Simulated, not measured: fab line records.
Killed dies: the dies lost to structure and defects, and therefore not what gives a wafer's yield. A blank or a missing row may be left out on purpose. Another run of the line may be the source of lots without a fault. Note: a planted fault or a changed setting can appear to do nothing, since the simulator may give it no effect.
The same fault as seen by 2 desks | flow n5 finfet | what lay behind the numbers comes last; until then each desk has only its own

## FROM THE METROLOGY DESK
Means of the sampled wafers that have a number, per lot and without regard to the tool the lot ran on: this is what the gauges read. The brackets show how far a lot's mean lies from the usual mean; more than 4 standard deviations puts the lot out of limits, marked OUT. Readings shown: 7 out of 14 (the first out of limits, and those lying furthest out on some lot).
Columns: A = CJ_N at N5_BEOL_M4_RC_MEAS_101, usual 4.32; B = CJ_P at N5_BEOL_M4_RC_MEAS_101, usual 5.79; C = DIBL_P at N5_BEOL_M4_RC_MEAS_101, usual 35.9 mV/V; D = RS_NWELL at N5_BEOL_M4_RC_MEAS_101, usual 1037 ohm/sq; E = RS_PWELL at N5_BEOL_M4_RC_MEAS_101, usual 3004 ohm/sq; F = SS_N at N5_BEOL_M4_RC_MEAS_101, usual 71.5 mV/dec; G = VT_N at N5_BEOL_M4_RC_MEAS_101, usual 250 mV
lot  | first seen here | A              | B               | C    | D    | E               | F    | G
L840 | day 8 04:01     | 4.31           | 5.59            | 36.3 | 1035 | 2988            | 71.6 | 250
L845 | day 9 10:22     | 4.30           | 5.84            | 34.5 | 1039 | 3012            | 71.1 | 249
L853 | day 11 04:14    | 3.45 (-12) OUT | 4.64 (-6.4) OUT | 33.8 | 1019 | 2825 (-6.6) OUT | 71.4 | 252
L854 | day 11 06:28    | 3.50 (-12) OUT | 4.90 (-5.0) OUT | 35.9 | 1022 | 2836 (-6.2) OUT | 72.0 | 249
L855 | day 11 21:38    | 3.48 (-12) OUT | 4.84 (-5.3) OUT | 37.8 | 1017 | 2855 (-5.5) OUT | 72.1 | 248
L858 | day 12 07:54    | 4.34           | 5.77            | 36.8 | 1038 | 2971            | 71.4 | 247
L860 | day 13 01:29    | 4.28           | 5.71            | 34.9 | 1038 | 3029            | 71.4 | 251
L862 | day 13 15:20    | 4.31           | 5.64            | 35.5 | 1043 | 3023            | 71.5 | 249
L863 | day 14 09:00    | 4.29           | 5.68            | 35.3 | 1038 | 2960            | 71.6 | 254
This desk finds L853, L854, L855 out of limits, with the earliest case on L853 at day 11 04:14 (CJ_N at N5_BEOL_M4_RC_MEAS_101). Within limits: L840, L845, L858, L860, L862, L863.

## THE TOOL OWNER'S DESK: pecvd-04
The tool's own readings at N5_ZERO_LAYER_PECVD_02 (deposits SiO2 from SiH4/N2O, target thk 10 nm, time 6 s): means of the sampled wafers that have a number, for each lot that ran on this tool. The brackets show how far a lot's mean lies from the usual mean; more than 4 standard deviations puts the lot out of limits, marked OUT.
Columns: A = chamber pressure Torr at N5_ZERO_LAYER_PECVD_02, usual 0.7504 Torr; B = heater power outer w at N5_ZERO_LAYER_PECVD_02, usual 471 W; C = heater power w at N5_ZERO_LAYER_PECVD_02, usual 759 W; D = showerhead plenum p Torr at N5_ZERO_LAYER_PECVD_02, usual 8.22 Torr; E = showerhead vpp V at N5_ZERO_LAYER_PECVD_02, usual 1027 V
lot  | first seen here | A      | B   | C   | D    | E
L840 | day 1 12:17     | 0.7480 | 438 | 700 | 8.01 | 1018
L858 | day 6 00:19     | 0.7509 | 495 | 789 | 8.05 | 995
Finding of this desk: none of the 2 lots has anything out of limits.

## BROUGHT TOGETHER
L853, L854, L855 would have let the metrology desk raise an alarm at day 11 04:14.
The tool owner's desk saw nothing out of limits.
The tool owner's desk has no number on record for L853, L854, L855.
On pecvd-04, each named lot ran N5_ZERO_LAYER_PECVD_02.

## WHAT THE SIMULATOR PUT IN
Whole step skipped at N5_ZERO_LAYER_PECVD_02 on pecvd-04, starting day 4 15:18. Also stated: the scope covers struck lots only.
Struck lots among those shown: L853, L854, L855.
Hours from the fault's start to each desk's first reading out of limits: the metrology desk, 157.
